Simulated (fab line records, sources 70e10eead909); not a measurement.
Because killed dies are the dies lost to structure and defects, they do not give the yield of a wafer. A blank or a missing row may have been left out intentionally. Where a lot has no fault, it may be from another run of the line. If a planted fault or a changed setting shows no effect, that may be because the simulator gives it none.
fab line records ; flow nandHarc
record lots=12; wafers=34; lastDay=34
route steps=1302 shown A_CONTACT@1089 A_BLC@1115
lots untouched by any fault: they come from a run of this same line in which no faults occurred
startH: hours from the record's opening day to when the first of the lot's shown wafers began ; waitH: time in hours since the lot's previous step ; " same as the row above ; L1.1+2: one row covering several wafers at once ; - no value, or no start was given ; * or withheld: withheld ; < > ~ a bound
route shown NAME@n: NAME is a module with steps in the file, n the number in the route of the first one ; usual: mean/standard deviation of fault-free wafers ; same: alike in all rows ; chamber/n: place in a boat ; sites: the reading at each site ; _std_site: the values' standard deviation ; _edge_site: inner sites' mean taken away from outer sites' mean ; radiusMm: for every site, how far away it sits from the centre of the wafer ; mask NAME#n: copy n ; behind: the most recent tool/chamber to have shaped the wafer ; hold: reason for holding the lot/hours on hold/outcome of the hold ; device: the transistor (n, p or np) that didn't switch ; end of line: the tests these same wafers got at the end of their route ; step lacking rows: just its recipe ; killed: dies lost to structure and defects at the first sort, not the wafer's yield ; map: shows each die of a wafer: x if killed, . if not, _ if none is there
set.NAME: the run value of the setting; set.NAME@STEP: its run value at that earlier step ; model.NAME: the simulator's own value behind a step, which no gauge read
the route's steps for a sample of lots (tables are steps, rows are wafers)
services: from which hour (startH, from the record's first day; less than 0 if before it) a tool's chamber was out of use, for how many hours, and why
## steps
# step NHARC_A_CONTACT_ETCH_137
# recipe sourceW=withheld; pressureMtorr=20; biasV=1200; timeS=311; targetDepthA=19120; arFlowSccm=withheld; c4f8FlowSccm=withheld; o2FlowSccm=withheld; chemistry=C4F8/O2/Ar
lot.wafer;tool;chamber;startH;waitH;rfHoursCounterH
L604.2;harCapEtch-02;0;523.17;0.2;93
L604.6;harCapEtch-02;1;523.17;0.2;-
L604.5;harCapEtch-02;0;523.17;0.2;-
L607.1;harCapEtch-02;1;530.81;0.2;94
L607.4;harCapEtch-02;1;530.81;0.2;-
L607.5;harCapEtch-02;0;530.81;0.2;-
L609.2;harCapEtch-02;0;568.32;0.2;98
L609.5;harCapEtch-02;1;568.32;0.2;-
L609.6;harCapEtch-02;0;568.32;0.2;-
L612.3;harCapEtch-01;1;609.88;0.2;-
L612.5;harCapEtch-01;0;609.88;0.2;-
L613.1;harCapEtch-01;0;612.76;0.2;20
L613.5;harCapEtch-01;0;612.76;0.2;-
L617.1;harCapEtch-01;0;656.98;0.2;28
L617.3;harCapEtch-01;0;656.98;0.2;-
L617.5;harCapEtch-01;1;656.98;0.2;-
L621.1;harCapEtch-03;0;684.80;0.2;72
L621.3;harCapEtch-03;1;684.80;0.2;-
L621.6;harCapEtch-03;1;684.80;0.2;-
L620.1;harCapEtch-03;0;686.37;0.2;73
L620.3;harCapEtch-03;0;686.37;0.2;-
L620.5;harCapEtch-03;0;686.37;0.2;-
L622.3;harCapEtch-01;0;703.63;0.2;-
L622.4;harCapEtch-01;1;703.63;0.2;-
L622.6;harCapEtch-01;0;703.63;0.2;-
L623.1;harCapEtch-03;1;704.47;0.2;77
L623.4;harCapEtch-03;0;704.47;0.2;-
L623.6;harCapEtch-03;0;704.47;0.2;-
L624.1;harCapEtch-02;0;719.73;0.3;127
L624.3;harCapEtch-02;1;719.73;0.3;-
L624.4;harCapEtch-02;0;719.73;0.3;-
L626.2;harCapEtch-01;0;756.27;0.3;44
L626.3;harCapEtch-01;0;756.27;0.3;-
L626.5;harCapEtch-01;1;756.27;0.3;-
# step NHARC_A_CONTACT_ALD_18
# recipe targetThkA=30; pulseTimeS=1; aldCycles=150; tempC=450; material=TiN
# usual heaterPowerW=1099/88; precursorPulseHeightRel=0.998/0.021
lot.wafer;tool;chamber;startH;waitH;heaterPowerW;precursorPulseHeightRel
L604.2;aldMetal-01;2;525.76;-;1309;0.961
L604.5;aldMetal-01;0;525.76;-;1030;0.989
L604.6;aldMetal-01;1;525.76;-;968;0.923
L607.1;aldMetal-03;1;533.57;-;1034;0.995
L607.4;aldMetal-03;3;533.57;-;1010;1.020
L607.5;aldMetal-03;2;533.57;-;1176;0.985
L609.2;aldMetal-01;2;570.53;-;1295;0.995
L609.5;aldMetal-01;2;570.53;-;1275;0.996
L609.6;aldMetal-01;3;570.53;-;1074;0.997
L612.3;aldMetal-01;2;612.51;-;1323;0.972
L612.5;aldMetal-01;3;612.51;-;1055;0.986
L613.1;aldMetal-03;0;615.04;-;1162;1.020
L613.5;aldMetal-03;3;615.04;-;1020;1.027
L617.3;aldMetal-01;2;659.28;-;1316;1.004
L617.1;aldMetal-01;0;659.28;-;1058;0.974
L617.5;aldMetal-01;2;659.28;-;1280;1.023
L621.1;aldMetal-01;0;687.11;-;1053;0.972
L621.3;aldMetal-01;1;687.11;-;977;0.993
L621.6;aldMetal-01;0;687.11;-;1065;0.968
L620.3;aldMetal-02;1;688.62;-;1171;0.987
L620.1;aldMetal-02;3;688.62;-;1052;0.994
L620.5;aldMetal-02;1;688.62;-;1138;0.980
L622.3;aldMetal-03;2;706.35;-;1276;1.020
L622.4;aldMetal-03;3;706.35;-;1006;1.006
L622.6;aldMetal-03;1;706.35;-;993;1.014
L623.1;aldMetal-02;2;706.74;-;1108;0.985
L623.4;aldMetal-02;0;706.74;-;1095;1.000
L623.6;aldMetal-02;2;706.74;-;1111;1.039
L624.4;aldMetal-02;3;721.95;-;1064;1.022
L624.1;aldMetal-02;0;721.95;-;1092;1.011
L624.3;aldMetal-02;2;721.95;-;1123;1.005
L626.3;aldMetal-03;3;758.62;-;1080;0.998
L626.2;aldMetal-03;2;758.62;-;1339;0.990
L626.5;aldMetal-03;0;758.62;-;1157;0.973
# step NHARC_A_BLC_PEB_08
# recipe pebTempC=100; pebTimeS=65
# usual exhaustPa=44.9/0.8
lot.wafer;tool;chamber;startH;waitH;exhaustPa
L604.2;lithoTrack-01;0;527.65;0.1;44.3
L604.5;lithoTrack-01;0;527.65;0.1;44.7
L604.6;lithoTrack-01;0;527.65;0.1;44.7
L607.1;lithoTrack-01;0;535.38;0.1;45.2
L607.4;lithoTrack-01;0;535.38;0.1;43.9
L607.5;lithoTrack-01;0;535.38;0.1;45.1
L609.2;lithoTrack-04;0;572.45;0.1;45.3
L609.5;lithoTrack-04;0;572.45;0.1;46.6
L609.6;lithoTrack-04;0;572.45;0.1;44.9
L612.3;lithoTrack-01;0;614.23;0.0;44.8
L612.5;lithoTrack-01;0;614.23;0.0;44.3
L613.1;lithoTrack-01;0;616.93;0.1;44.6
L613.5;lithoTrack-01;0;616.93;0.1;44.0
L617.1;lithoTrack-04;0;661.07;0.1;45.2
L617.3;lithoTrack-04;0;661.07;0.1;45.2
L617.5;lithoTrack-04;0;661.07;0.1;44.8
L621.1;lithoTrack-04;0;689.00;0.1;44.7
L621.3;lithoTrack-04;0;689.00;0.1;44.7
L621.6;lithoTrack-04;0;689.00;0.1;46.2
L620.1;lithoTrack-06;0;690.55;0.1;45.1
L620.3;lithoTrack-06;0;690.55;0.1;45.2
L620.5;lithoTrack-06;0;690.55;0.1;45.2
L622.3;lithoTrack-01;0;708.24;0.1;44.7
L622.4;lithoTrack-01;0;708.24;0.1;44.2
L622.6;lithoTrack-01;0;708.24;0.1;45.3
L623.1;lithoTrack-01;0;708.66;0.1;45.2
L623.4;lithoTrack-01;0;708.66;0.1;43.3
L623.6;lithoTrack-01;0;708.66;0.1;44.5
L624.1;lithoTrack-01;0;723.88;0.1;46.2
L624.3;lithoTrack-01;0;723.88;0.1;45.3
L624.4;lithoTrack-01;0;723.88;0.1;45.5
L626.2;lithoTrack-04;0;760.58;0.1;43.9
L626.3;lithoTrack-04;0;760.58;0.1;43.6
L626.5;lithoTrack-04;0;760.58;0.1;43.7
# step NHARC_A_BLC_CD_MEAS_10
# recipe targetCdNm=100; landingEnergyEv=500
# usual cdNm=100.1/0.51
lot.wafer;tool;chamber;startH;waitH;cdNm
L604.2;cdSem-03;0;527.73;-;100.3
L604.5;cdSem-03;0;527.73;-;99.8
L604.6;cdSem-03;0;527.73;-;100.2
L607.1;cdSem-03;0;535.46;-;100.6
L607.4;cdSem-03;0;535.46;-;100.3
L607.5;cdSem-03;0;535.46;-;100.2
L609.2;cdSem-01;0;572.53;-;100.0
L609.5;cdSem-01;0;572.53;-;99.7
L609.6;cdSem-01;0;572.53;-;99.4
L612.3;cdSem-02;0;614.32;-;104.0
L612.5;cdSem-02;0;614.32;-;104.5
L613.1;cdSem-02;0;617.01;-;99.5
L613.5;cdSem-02;0;617.01;-;103.6
L617.1;cdSem-02;0;661.15;-;99.3
L617.3;cdSem-02;0;661.15;-;101.1
L617.5;cdSem-02;0;661.15;-;100.4
L621.1;cdSem-03;0;689.07;-;99.7
L621.3;cdSem-03;0;689.07;-;99.3
L621.6;cdSem-03;0;689.07;-;99.1
L620.1;cdSem-03;0;690.63;-;100.3
L620.3;cdSem-03;0;690.63;-;99.9
L620.5;cdSem-03;0;690.63;-;100.2
L622.3;cdSem-01;0;708.32;-;99.8
L622.4;cdSem-01;0;708.32;-;100.4
L622.6;cdSem-01;0;708.32;-;99.9
L623.1;cdSem-01;0;708.74;-;99.5
L623.4;cdSem-01;0;708.74;-;99.7
L623.6;cdSem-01;0;708.74;-;100.3
L624.1;cdSem-03;0;723.95;-;99.7
L624.3;cdSem-03;0;723.95;-;99.6
L624.4;cdSem-03;0;723.95;-;100.7
L626.2;cdSem-01;0;760.67;-;99.4
L626.3;cdSem-01;0;760.67;-;100.0
L626.5;cdSem-01;0;760.67;-;100.7
# step NHARC_A_BLC_ETCH_16
# recipe targetDepthA=390; overEtchFrac=0.3; timeS=65; ionEnergyEv=80; cf4FlowSccm=150; arFlowSccm=0; rfW=300; biasW=100; chemistry=CF4
# usual biasW=100.0/0.32; drypumpMotorCurrentA=5.8/0.49; oesProductAu=0.998/0.011; rfFwdPowerW=297.6/1; rfVppV=151.2/1.4; showerheadPlenumPTorr=1.76/0.09; throttleValvePct=13.284/0.0094
lot.wafer;tool;chamber;startH;waitH;biasW;drypumpMotorCurrentA;oesProductAu;rfFwdPowerW;rfHoursCounterH;rfVppV;showerheadPlenumPTorr;throttleValvePct
L604.2;rieDiel-08;0;528.00;0.1;100.2;5.7;1.008;297.3;12;152.7;1.85;13.283
L604.6;rieDiel-08;3;528.00;0.1;100.3;6.0;1.004;297.3;-;150.1;1.65;13.285
L604.5;rieDiel-08;0;528.00;0.1;99.9;5.7;1.016;297.8;-;152.1;1.85;13.268
L607.4;rieDiel-08;1;535.73;0.1;100.0;4.9;1.015;297.3;12;152.3;1.87;13.290
L607.1;rieDiel-08;2;535.73;0.1;100.0;6.5;0.997;296.8;11;149.1;1.76;13.293
L607.5;rieDiel-08;1;535.73;0.1;99.6;4.9;1.012;297.9;-;152.0;1.87;13.279
L609.2;rieDiel-07;3;572.82;0.1;99.6;5.3;1.010;297.1;5;150.5;1.65;13.289
L609.6;rieDiel-07;0;572.82;0.1;99.5;5.4;1.010;296.5;-;149.4;1.68;13.299
L609.5;rieDiel-07;1;572.82;0.1;100.2;6.4;1.007;298.8;-;154.8;1.89;13.286
L612.3;rieDiel-08;3;614.58;0.1;100.4;5.9;0.992;297.2;5;150.0;1.65;13.272
L612.5;rieDiel-08;3;614.58;0.1;99.9;6.0;1.001;297.9;-;151.2;1.65;13.289
L613.1;rieDiel-08;2;617.29;0.1;100.2;6.5;0.994;295.3;5;149.8;1.76;13.274
L613.5;rieDiel-08;1;617.29;0.1;100.1;4.8;1.028;298.5;-;152.3;1.87;13.287
L617.1;rieDiel-07;1;661.42;0.1;100.2;6.4;0.991;296.8;0;152.6;1.89;13.275
L617.3;rieDiel-07;2;661.42;0.1;100.4;5.7;0.998;296.0;0;150.9;1.77;13.288
L617.5;rieDiel-07;1;661.42;0.1;99.9;6.4;0.990;299.6;-;151.5;1.89;13.285
L621.1;rieDiel-08;3;689.35;0.1;100.2;6.0;0.989;298.3;13;149.5;1.64;13.280
L621.3;rieDiel-08;0;689.35;0.1;99.9;5.7;0.994;296.4;13;151.1;1.84;13.267
L621.6;rieDiel-08;3;689.35;0.1;100.5;6.0;0.994;296.6;-;150.5;1.64;13.287
L620.1;rieDiel-07;2;690.91;0.1;100.0;5.7;0.998;298.2;2;151.7;1.77;13.266
L620.3;rieDiel-07;3;690.91;0.1;100.0;5.3;0.990;297.2;2;149.9;1.65;13.285
L620.5;rieDiel-07;1;690.91;0.1;99.9;6.4;0.990;297.5;-;152.8;1.89;13.303
L622.4;rieDiel-07;3;708.59;0.1;99.7;5.2;0.984;296.4;3;149.0;1.65;13.287
L622.3;rieDiel-07;1;708.59;0.1;100.5;6.4;0.993;297.4;4;151.5;1.89;13.272
L622.6;rieDiel-07;3;708.59;0.1;99.3;5.3;1.006;297.6;-;150.7;1.65;13.284
L623.1;rieDiel-08;2;709.02;0.1;100.0;6.5;0.999;298.8;15;150.4;1.75;13.276
L623.4;rieDiel-08;3;709.02;0.1;99.5;6.0;0.993;298.2;15;149.2;1.64;13.285
L623.6;rieDiel-08;1;709.02;0.1;100.3;4.9;1.007;296.7;-;153.7;1.86;13.294
L624.4;rieDiel-11;2;724.23;0.1;100.3;5.9;0.993;295.9;29;149.8;1.69;13.288
L624.1;rieDiel-11;3;724.23;0.1;99.8;5.9;0.996;297.9;32;149.2;1.71;13.293
L624.3;rieDiel-11;1;724.23;0.1;99.8;5.5;0.991;297.6;29;150.2;1.77;13.284
L626.2;rieDiel-07;1;760.95;0.1;100.1;6.4;0.988;298.1;7;153.4;1.89;13.295
L626.3;rieDiel-07;3;760.95;0.1;100.5;5.3;0.988;297.4;6;150.1;1.65;13.274
L626.5;rieDiel-07;1;760.95;0.1;100.6;6.4;0.992;298.7;-;152.4;1.89;13.291
## services
tool;chamber;startH;hours;kind
rieDiel-08;2;504.78;13.1;repair
lithoTrack-01;-;505.00;7.0;pm
rieDiel-08;0;508.75;1.8;repair
rieDiel-07;2;515.16;6.4;repair
aldMetal-01;-;526.00;10.0;pm
rieDiel-08;-;545.07;9.0;pm
lithoTrack-04;-;553.00;7.0;pm
aldMetal-03;-;568.00;10.0;pm
rieDiel-07;2;571.77;4.2;repair
harCapEtch-01;-;574.63;0.6;repair
rieDiel-08;1;580.77;6.0;repair
rieDiel-07;1;618.74;2.8;repair
rieDiel-07;2;622.33;3.4;repair
rieDiel-08;-;637.72;0.4;repair
rieDiel-07;-;648.21;9.0;pm
aldMetal-01;3;653.08;3.7;repair
rieDiel-08;1;664.26;9.4;repair
lithoTrack-01;-;680.00;7.0;pm
aldMetal-01;-;704.00;10.0;pm
rieDiel-08;-;722.07;9.0;pm
lithoTrack-04;-;728.00;7.0;pm
harCapEtch-02;-;736.90;0.4;repair
harCapEtch-02;-;754.49;17.0;pm
rieDiel-07;0;756.97;5.3;repair
## key
firstSign step=NHARC_A_BLC_CD_MEAS_10; reading=cdNm; direction=up; sigmas=7.7; usual=100.1; struck=104.0
effect none on later readings
metAt NHARC_A_BLC_PEB_08
struckLots L612,L613
struckWafers L612.3,L612.5,L613.5
testerLeftOut L612,L613
notActingAt NHARC_A_CONTACT_ETCH_137,NHARC_A_CONTACT_ALD_18,NHARC_A_BLC_ETCH_16
onsetBetween 535.38 614.23
fault kind=processParameterDrift; tool=lithoTrack-01; chamber=-; onsetH=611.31; steps=NHARC_A_BLC_PEB_08; channel=pebTimeS; offset=*; shape=step; endH=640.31; scope=struckWafersOnly; actsIn=*; stated=*
# testerLeftOut: of these lots the tester's yield and bins aren't shown, on N5 and GAA mostly nor the transistor test; their killed dies are dies lost to structure and defects alone, not to doping, threshold or leakage, so they don't give the yield
